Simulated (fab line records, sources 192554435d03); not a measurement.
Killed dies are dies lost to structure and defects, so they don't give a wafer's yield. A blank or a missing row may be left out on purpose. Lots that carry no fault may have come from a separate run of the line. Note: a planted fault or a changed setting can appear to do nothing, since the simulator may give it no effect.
fab line records	flow n5Finfet
[record] lots = 7	wafers = 18	lastDay = 16
route steps=1938 shown GATE_CUT@478 PASSIVATION@1936
lots that met no fault: from a run of the same line without faults
startH: start of the lot's first displayed wafer, in hours after the record's first day	waitH: hours since the lot's step before	" same as the row above	L1.1+2: a single row standing in for several wafers	- no value present, or no start provided	* or withheld: withheld	< > ~ a bound
route shown NAME@n: a module of which the file shows steps, and the number in the route of the first	usual: mean/standard deviation taken from wafers without a fault	same: alike in all rows	chamber/n: place in a boat	sites: each site's reading	_std_site: standard deviation of those values	_edge_site: inner sites' mean taken away from outer sites' mean	radiusMm: how far each site lies from the wafer's centre	mask NAME#n: copy n	behind: the tool/chamber that last shaped the wafer	hold: why the lot was held/for how many hours/how that ended	device: transistor that didn't switch, given as n, p or np	end of line: tests of these same wafers at the route's end	where a step has no rows: the recipe by itself	killed: not the wafer's yield, but the dies lost to structure and defects at the first sort	map: a wafer's dies, marking killed ones x, the rest . and places with no die _
set.NAME: the setting the step ran with; set.NAME@STEP: the setting that earlier step ran with	model.NAME: the simulator's own value behind a step, which no gauge read
a table for each step, a row for each wafer; lots at some steps of the route
services: from which hour (startH, from the record's first day; less than 0 if before it) a tool's chamber was out of use, for how many hours, and why
[[steps]]
[step N5_GATE_CUT_COAT_34]
[recipe] resist = SOC	tempC = 250	timeS = 60	spinRpm = 1500	resistThkNm = 60
[step N5_GATE_CUT_COAT_35]
[recipe] resist = SiARC	tempC = 220	timeS = 60	spinRpm = 1500	resistThkNm = 10
[step N5_GATE_CUT_COAT_27]
[recipe] resist = underlayer	tempC = 205	timeS = 60	spinRpm = 1500	resistThkNm = 10
[step N5_GATE_CUT_COAT_07]
[recipe] resist = CAR-EUV	spinRpm = 1500	resistThkNm = 30
[step N5_GATE_CUT_EBR_09]
[recipe] solvent = PGMEA	ebrWidthMm = 1.5
[step N5_GATE_CUT_SOFTBAKE_08]
[recipe] tempC = 110	timeS = 60	resist = CAR-EUV
[step N5_GATE_CUT_EXPOSE_10]
[recipe] maskId = GATE_CUT	na = 0.33	sourceShape = annular	sigmaInner = 0.35	sigmaOuter = 0.8	polarization = unpolarized	targetCdNm = 20	doseMj = 43.25
[step N5_GATE_CUT_PEB_11]
[recipe] pebTempC = 100	pebTimeS = 60	resist = CAR-EUV
[step N5_GATE_CUT_DEVELOP_12]
[recipe] developTimeS = 30	developer = TMAH	resist = CAR-EUV	rinseLiquid = surfactantRinse	dry = airSpin	devTempC = 23
[step N5_GATE_CUT_CD_MEAS_13]
[recipe] targetCdNm = 20	landingEnergyEv = 500	detector = seInlens
[usual] cdNm = 20.13/0.29
lot.wafer	tool	chamber	startH	waitH	cdNm
L796.1	cdSem-01	0	83.76	-	20.37
L796.2	"	0	"	"	19.95
L796.6	"	0	"	"	20.01
L798.1	cdSem-01	0	96.08	-	20.36
L798.4	"	0	"	"	20.74
L798.5	"	0	"	"	20.37
L806.2	cdSem-03	0	148.16	-	20.20
L806.5	"	0	"	"	20.13
L809.4	cdSem-02	0	165.50	-	19.62
L809.5	"	0	"	"	20.01
L811.3	cdSem-03	0	176.13	-	20.00
L811.4	"	0	"	"	20.14
L812.1	cdSem-02	0	177.64	-	20.58
L812.2	"	0	"	"	20.36
L812.4	"	0	"	"	19.73
L814.1	cdSem-02	0	197.10	-	20.21
L814.3	"	0	"	"	20.23
L814.6	"	0	"	"	20.20
[step N5_GATE_CUT_OVL_MEAS_14]
[recipe] pointsPerWafer = 522
[usual] GATE_CUT_OVL = -0.4/0.59
lot.wafer	tool	chamber	startH	waitH	GATE_CUT_OVL[nm]
L796.1	overlay-02	0	83.79	0.0	-0.4
L796.2	"	0	"	"	0.3
L796.6	"	0	"	"	0.5
L798.1	overlay-02	0	96.11	0.0	-0.3
L798.4	"	0	"	"	0.3
L798.5	"	0	"	"	-0.8
L806.2	overlay-01	0	148.19	0.0	-0.9
L806.5	"	0	"	"	-1.1
L809.4	overlay-02	0	165.54	0.0	-1.3
L809.5	"	0	"	"	-1.2
L811.3	overlay-02	0	176.17	0.0	-1.1
L811.4	"	0	"	"	-0.5
L812.1	overlay-01	0	177.67	0.0	-0.8
L812.2	"	0	"	"	-0.4
L812.4	"	0	"	"	-1.0
L814.1	overlay-01	0	197.13	0.0	-1.2
L814.3	"	0	"	"	-0.4
L814.6	"	0	"	"	0.8
[step N5_GATE_CUT_INSPECT_15]
[recipe] mode = adi	inspectInstrument = brightfield
[usual] rawDefectCount = 147/40
lot.wafer	tool	chamber	startH	waitH	rawDefectCount
L796.1	defectInspect-02	-	83.85	0.1	127
L796.2	"	-	"	"	119
L796.6	"	-	"	"	141
L798.1	defectInspect-02	-	96.16	0.1	316
L798.4	"	-	"	"	178
L798.5	"	-	"	"	95
L806.2	defectInspect-02	-	148.24	0.0	143
L806.5	"	-	"	"	178
L809.4	defectInspect-01	-	165.58	0.0	75
L809.5	"	-	"	"	159
L811.3	defectInspect-02	-	176.22	0.0	168
L811.4	"	-	"	"	160
L812.1	defectInspect-02	-	177.73	0.1	169
L812.2	"	-	"	"	115
L812.4	"	-	"	"	165
L814.1	defectInspect-01	-	197.19	0.1	153
L814.3	"	-	"	"	99
L814.6	"	-	"	"	144
[step N5_GATE_CUT_DESCUM_18]
[recipe] chemistry = O2	timeS = 7	sourcePowerW = 50	biasPowerW = 20	pressureMtorr = 20	rfFrequencyHz = 2.712e+07	tempC = 40	resist = CAR-EUV	o2FlowSccm = 225
[usual] drypumpMotorCurrentA = 5.6/0.37	oesProductAu = 0.81/0.093	rfVppV = 243.7/0.93	showerheadPlenumPTorr = 2.14/0.041	throttleValvePct = 20.26/0.26
lot.wafer	tool	chamber	startH	waitH	drypumpMotorCurrentA	oesProductAu	rfHoursCounterH	rfVppV	showerheadPlenumPTorr	throttleValvePct	model.CAR-EUV_of_GATE_CUT_COAT_07.thkNm
L796.1	rieDiel-01	2	83.95	0.1	5.8	0.94	10	241.7	2.09	20.71	26
L796.2	"	1	"	"	5.7	0.91	29	245.4	2.23	20.42	26.2
L796.6	"	1	"	"	5.7	0.91	-	244.2	2.23	20.41	26.2
L798.1	rieDiel-05	2	96.22	0.1	5.7	0.68	249	243.1	2.13	20.42	26.4
L798.4	"	1	"	"	5.6	0.94	14	244.6	2.14	20.18	26.2
L798.5	"	2	"	"	5.7	0.68	-	244.1	2.13	20.41	26.2
L806.2	rieDiel-05	2	148.28	0.0	5.6	0.96	12	242.8	2.13	20.00	25.6
L806.5	"	1	"	"	5.6	0.89	-	242.7	2.14	20.22	26
L809.4	rieDiel-05	1	165.75	0.2	5.6	0.88	-	244.1	2.13	20.22	25.4
L809.5	"	0	"	"	5.0	0.70	-	244.0	2.17	20.35	26
L811.3	rieDiel-05	1	176.25	0.0	5.6	0.87	43	243.7	2.13	20.24	26.2
L811.4	"	3	"	"	5.8	0.92	2	244.8	2.13	19.69	25.6
L812.1	rieDiel-04	0	177.76	0.0	5.4	0.76	170	244.4	2.15	20.28	26.2
L812.2	"	3	"	"	6.1	0.83	112	243.6	2.13	20.12	26.2
L812.4	"	0	"	"	5.4	0.75	-	245.8	2.15	20.28	26.2
L814.1	rieDiel-04	0	197.23	0.0	5.4	0.75	176	244.5	2.15	20.30	26.2
L814.3	"	1	"	"	5.0	0.75	169	243.9	2.15	20.07	26.2
L814.6	"	2	"	"	6.0	1.02	-	243.6	2.15	20.48	26
[step N5_GATE_CUT_ETCH_28]
[recipe] chemistry = N2/H2	target = underlayer	targetDepthA = 130	maskMaterial = CAR-EUV	timeS = 10.4	ionEnergyEv = 200	pressureMtorr = 30	sourceW = 840	biasW = 150	n2FlowSccm = 200	h2FlowSccm = 200	ends = cleared
[usual] drypumpMotorCurrentA = 5.6/0.37	etchRfOnTimeS = 10.4/0.37	oesProductAu = 0.68/0.075	rfVppV = 525.3/1.8	showerheadPlenumPTorr = 2.59/0.06	throttleValvePct = 17.66/0.26
lot.wafer	tool	chamber	startH	waitH	drypumpMotorCurrentA	etchRfOnTimeS	oesProductAu	rfHoursCounterH	rfVppV	showerheadPlenumPTorr	throttleValvePct
L796.1	rieDiel-01	2	83.99	0.0	5.8	10.2	0.81	10	523.2	2.49	17.83
L796.2	"	1	"	"	5.7	10.9	0.75	29	527.7	2.71	17.90
L796.6	"	1	"	"	5.7	10.8	0.75	-	526.9	2.71	17.88
L798.1	rieDiel-05	2	96.25	0.0	5.7	10.8	0.56	249	525.8	2.59	17.93
L798.4	"	1	"	"	5.6	10.4	0.79	14	525.3	2.60	17.66
L798.5	"	2	"	"	5.6	10.9	0.56	-	525.8	2.59	17.90
L806.2	rieDiel-05	2	148.31	0.0	5.7	10.6	0.80	12	523.6	2.59	17.46
L806.5	"	1	"	"	5.6	10.7	0.76	-	524.1	2.59	17.68
L809.4	rieDiel-05	1	165.77	0.0	5.6	10.5	0.75	-	526.4	2.59	17.68
L809.5	"	0	"	"	5.0	9.9	0.62	-	525.9	2.62	17.81
L811.3	rieDiel-05	1	176.28	0.0	5.6	10.7	0.73	43	525.1	2.59	17.68
L811.4	"	3	"	"	5.8	11.2	0.77	2	525.5	2.58	17.03
L812.1	rieDiel-04	0	177.81	0.0	5.4	10.4	0.63	170	525.2	2.63	17.73
L812.2	"	3	"	"	6.1	9.8	0.71	112	522.7	2.53	17.18
L812.4	"	0	"	"	5.4	10.5	0.63	-	526.0	2.63	17.73
L814.1	rieDiel-04	0	197.26	0.0	5.4	10.6	0.63	176	526.4	2.63	17.75
L814.3	"	1	"	"	5.0	10.1	0.64	169	527.5	2.66	17.76
L814.6	"	2	"	"	6.0	10.0	0.87	-	526.0	2.59	17.71
[step N5_GATE_CUT_ETCH_36]
[recipe] chemistry = CF4	target = SiARC	targetDepthA = 130	maskMaterial = CAR-EUV	timeS = 21.7	ionEnergyEv = 80	pressureMtorr = 40	sourceW = 545	biasW = 36	Ar_flow_sccm = 100	cf4FlowSccm = 100	ends = cleared
[usual] drypumpMotorCurrentA = 5.6/0.37	etchRfOnTimeS = 21.8/0.74	oesProductAu = 0.68/0.074	rfVppV = 184.6/1	showerheadPlenumPTorr = 2.19/0.043	throttleValvePct = 15.51/0.21
lot.wafer	tool	chamber	startH	waitH	drypumpMotorCurrentA	etchRfOnTimeS	oesProductAu	rfHoursCounterH	rfVppV	showerheadPlenumPTorr	throttleValvePct	model.CAR-EUV_of_GATE_CUT_COAT_07.thkNm
L796.1	rieDiel-01	2	84.01	0.0	5.8	20.9	0.82	10	183.9	2.12	15.66	6.8
L796.2	"	1	"	"	5.7	22.3	0.75	29	185.1	2.28	15.56	7
L796.6	"	1	"	"	5.7	22.3	0.75	-	185.7	2.28	15.55	7.2
L798.1	rieDiel-05	2	96.27	0.0	5.7	23.1	0.56	249	183.8	2.19	15.75	7.4
L798.4	"	1	"	"	5.6	22.1	0.78	14	184.7	2.20	15.39	7.2
L798.5	"	2	"	"	5.7	23.0	0.56	-	185.2	2.19	15.77	7.2
L806.2	rieDiel-05	2	148.33	0.0	5.7	22.0	0.80	12	184.4	2.18	15.28	6.6
L806.5	"	1	"	"	5.6	22.1	0.74	-	184.7	2.20	15.44	7
L809.4	rieDiel-05	1	165.80	0.0	5.6	21.9	0.75	-	183.2	2.19	15.45	6.4
L809.5	"	0	"	"	5.0	20.7	0.62	-	185.4	2.21	15.53	7
L811.3	rieDiel-05	1	176.30	0.0	5.6	22.3	0.73	43	185.3	2.19	15.44	7
L811.4	"	3	"	"	5.8	23.2	0.78	2	185.9	2.22	15.14	6.4
L812.1	rieDiel-04	0	177.84	0.0	5.4	21.9	0.63	170	186.0	2.22	15.69	7
L812.2	"	3	"	"	6.1	21.2	0.69	112	186.1	2.18	15.35	7.2
L812.4	"	0	"	"	5.4	22.1	0.63	-	185.3	2.22	15.71	7.2
L814.1	rieDiel-04	0	197.28	0.0	5.4	22.1	0.62	176	186.6	2.22	15.70	7
L814.3	"	1	"	"	5.0	21.2	0.64	169	184.4	2.19	15.32	7
L814.6	"	2	"	"	6.0	21.0	0.87	-	184.1	2.17	15.51	6.8
[step N5_GATE_CUT_ETCH_37]
[recipe] chemistry = N2/H2	target = SOC	targetDepthA = 600	overetchA = 120	maskMaterial = SiARC	tempC = 40	timeS = 90	ionEnergyEv = 200	pressureMtorr = 30	sourceW = 840	biasW = 150	n2FlowSccm = 200	h2FlowSccm = 200
[usual] drypumpMotorCurrentA = 5.6/0.37	oesProductAu = 0.72/0.081	rfVppV = 525.4/1.8	showerheadPlenumPTorr = 2.59/0.06	throttleValvePct = 17.63/0.25
lot.wafer	tool	chamber	startH	waitH	drypumpMotorCurrentA	oesProductAu	rfHoursCounterH	rfVppV	showerheadPlenumPTorr	throttleValvePct
L796.1	rieDiel-01	2	84.03	0.0	5.8	0.84	10	522.2	2.49	17.80
L796.2	"	1	"	"	5.7	0.80	29	526.9	2.71	17.85
L796.6	"	1	"	"	5.7	0.81	-	527.7	2.71	17.85
L798.1	rieDiel-05	2	96.30	0.0	5.7	0.61	249	524.9	2.59	17.88
L798.4	"	1	"	"	5.6	0.82	14	524.6	2.60	17.62
L798.5	"	2	"	"	5.6	0.61	-	525.7	2.59	17.90
L806.2	rieDiel-05	2	148.36	0.0	5.7	0.84	12	524.4	2.59	17.43
L806.5	"	1	"	"	5.6	0.79	-	523.9	2.59	17.64
L809.4	rieDiel-05	1	165.84	0.0	5.6	0.79	-	524.2	2.59	17.67
L809.5	"	0	"	"	5.0	0.65	-	525.7	2.62	17.74
L811.3	rieDiel-05	1	176.33	0.0	5.6	0.79	43	525.1	2.59	17.68
L811.4	"	3	"	"	5.8	0.85	2	526.0	2.58	17.01
L812.1	rieDiel-04	0	177.88	0.0	5.4	0.66	170	526.3	2.63	17.70
L812.2	"	3	"	"	6.1	0.72	112	524.3	2.53	17.15
L812.4	"	0	"	"	5.4	0.67	-	527.2	2.63	17.70
L814.1	rieDiel-04	0	197.31	0.0	5.4	0.67	176	528.1	2.63	17.70
L814.3	"	1	"	"	5.0	0.66	169	527.2	2.66	17.74
L814.6	"	2	"	"	6.0	0.89	-	524.8	2.59	17.70
[step N5_PASSIVATION_PROBE_49]
[usual] killed_at_M0_to_M3 = 34/8.9	killed_at_M4_up = 13/4.6	killedAtContacts = 12/5.5	killedAtFrontEnd = 41/11	killedAtOther = 3.1/2.9	killedDies = 102/16	killedOpen = 66/11	killedShort = 34/7.6
[same] grossDies = 1180	killedAtBackSide = 0
lot.wafer	tool	chamber	startH	waitH	killed_at_M0_to_M3	killed_at_M4_up	killedAtContacts	killedAtFrontEnd	killedAtOther	killedDies	killedOpen	killedShort
L811.3	prober-02	-	358.18	0.1	24	15	13	53	19	124	80	44
L811.4	prober-02	-	358.23	0.2	27	13	10	47	2	99	73	26
// killed by level:class
L811.3 STI_FIN_REVEAL:geometricParticle:open=15 DUMMY_GATE:geometricParticle:open=7 MOL_CONTACT_COAG:geometricParticle:short=7 BEOL_M0_SAQP:geometricParticle:short=7 MOL_CONTACT_COAG:geometricParticle:open=6 BEOL_M3:geometricParticle:open=6 MIM_TOP_ETCH:geometricParticle:open=6 FIN_SAQP:geometricParticle:short=5
L811.4 DUMMY_GATE:geometricParticle:open=15 BEOL_M0_SAQP:geometricParticle:open=10 STI_FIN_REVEAL:geometricParticle:open=8 MOL_CONTACT_COAG:geometricParticle:open=8 GATE_CUT:geometricParticle:short=7 BEOL_M0_SAQP:geometricParticle:short=6 FIN_SAQP:geometricParticle:short=5 BEOL_M3:geometricParticle:open=5
[[services]]
tool	chamber	startH	hours	kind
rieDiel-01	2	78.79	3.0	repair
rieDiel-05	2	97.64	-	clean
rieDiel-05	2	97.64	-	consumableReplace:focusRing
rieDiel-05	2	97.64	18.7	scheduledDown
rieDiel-05	2	97.64	18.7	ventCycle
rieDiel-01	-	100.88	0.9	repair
rieDiel-04	0	135.51	2.6	repair
rieDiel-04	2	137.67	9.0	repair
rieDiel-01	3	146.17	-	clean
rieDiel-01	3	146.17	-	consumableReplace:focusRing
rieDiel-01	3	146.17	16.4	scheduledDown
rieDiel-01	3	146.17	16.4	ventCycle
rieDiel-05	3	154.00	3.5	repair
rieDiel-04	-	156.29	1.1	repair
rieDiel-05	3	157.53	-	clean
rieDiel-05	3	157.53	-	consumableReplace:focusRing
rieDiel-05	3	157.53	14.8	scheduledDown
rieDiel-05	3	157.53	14.8	ventCycle
rieDiel-04	2	166.11	-	clean
rieDiel-04	2	166.11	-	consumableReplace:focusRing
rieDiel-04	2	166.11	30.5	scheduledDown
rieDiel-04	2	166.11	30.5	ventCycle
rieDiel-04	1	173.36	6.0	repair
[[key]]
firstSign none at tools or gauges
[modelEffect] step = N5_GATE_CUT_DESCUM_18	value = CAR-EUV_of_GATE_CUT_COAT_07.thkNm	without = 26.13	struck = 25.53
[modelEffect] step = N5_GATE_CUT_ETCH_36	value = CAR-EUV_of_GATE_CUT_COAT_07.thkNm	without = 7.067	struck = 6.467
metAt N5_GATE_CUT_DESCUM_18
struckWafers L806.2,L809.4,L811.4
testerLeftOut L806,L809,L811
onsetBetween 96.22 148.28
[fault] kind = processParameterDrift	tool = rieDiel-05	chamber = -	onsetH = 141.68	steps = N5_GATE_CUT_DESCUM_18	channel = timeS	offset = *	shape = step	endH = 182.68	scope = struckWafersOnly	actsIn = *	stated = *
// testerLeftOut: of these lots the tester's yield and bins aren't shown, on N5 and GAA mostly nor the transistor test; their killed dies are dies lost to structure and defects alone, not to doping, threshold or leakage, so they don't give the yield
